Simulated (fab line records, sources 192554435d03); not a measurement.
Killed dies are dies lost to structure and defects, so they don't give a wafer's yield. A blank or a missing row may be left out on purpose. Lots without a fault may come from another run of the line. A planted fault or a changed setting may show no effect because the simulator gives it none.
Which tool did it? | flow n5_finfet | 11 lots, 32 wafers sampled, at 2 steps of a route of 1938

WHAT THE GAUGES READ, wafer by wafer
N5_FIN_CUT_OVL_MEAS_09.
lot  | measured    | on         | FIN_CUT_OVL (nm)
L740 | day 2 13:58 | overlay-01 | -1.7 0.3 0.6
L741 | day 2 22:09 | overlay-01 | -1.1 -1.3 -1.1
L742 | day 3 05:10 | overlay-02 | 0.8 0.8 1.8
L743 | day 3 08:21 | overlay-02 | 0.5 -0.5 -0.7
L744 | day 3 14:38 | overlay-01 | -0.9 -1.1 -1.3
L745 | day 3 21:04 | overlay-01 | 0.5 0.6 1.0
L753 | day 5 20:56 | overlay-02 | -0.2 -0.5
L755 | day 6 22:43 | overlay-01 | 0.5 0.2 0.0
L756 | day 6 22:55 | overlay-01 | -0.1 -1.4 -0.3
L759 | day 7 20:13 | overlay-02 | 0.2 0.8 0.1
L761 | day 7 23:35 | overlay-02 | 0.0 -0.3 0.5

WHICH TOOL RAN EACH LOT (tool, then ch and the chambers of the sampled wafers, then the start)
lot  | N5_FIN_SAQP_ETCH_64
L740 | rie_si-01 ch 2,3, day 2 13:14
L741 | rie_si-03 ch 1,2,3, day 2 21:25
L742 | rie_si-02 ch 0,1,2, day 3 04:34
L743 | rie_si-02 ch 0,2, day 3 07:37
L744 | rie_si-03 ch 0,2,3, day 3 14:01
L745 | rie_si-03 ch 0,1,2, day 3 20:20
L753 | rie_si-02 ch 1,3, day 5 20:17
L755 | rie_si-01 ch 1,2,3, day 6 11:00
L756 | rie_si-03 ch 0,1,2, day 6 13:59
L759 | rie_si-03 ch 0,3, day 7 19:37
L761 | rie_si-01 ch 1,2,3, day 7 22:59
- N5_FIN_SAQP_ETCH_64: etches SiO2 in CF4, target depth 1.5 nm.

THE ANSWER, worked out from the rows above alone
Rule: what is usual is taken from the lots themselves. Put in order of their means at a reading, lots are off if they are a third of the lots or fewer, leave a main group of 4 or more, and stand apart from it by a gap of 3 or more times the standard deviation of the main group's means; of several such gaps the widest counts. A main group whose means are all the same, to the digits that the tables above print for the reading, isn't used. A lot without any number at a reading at which 4 lots or more have one is off too. The other lots that the step has rows for count as sound.
No lot is off at any reading shown: from this, nothing can be told.

WHAT THE SIMULATOR HAD PUT IN
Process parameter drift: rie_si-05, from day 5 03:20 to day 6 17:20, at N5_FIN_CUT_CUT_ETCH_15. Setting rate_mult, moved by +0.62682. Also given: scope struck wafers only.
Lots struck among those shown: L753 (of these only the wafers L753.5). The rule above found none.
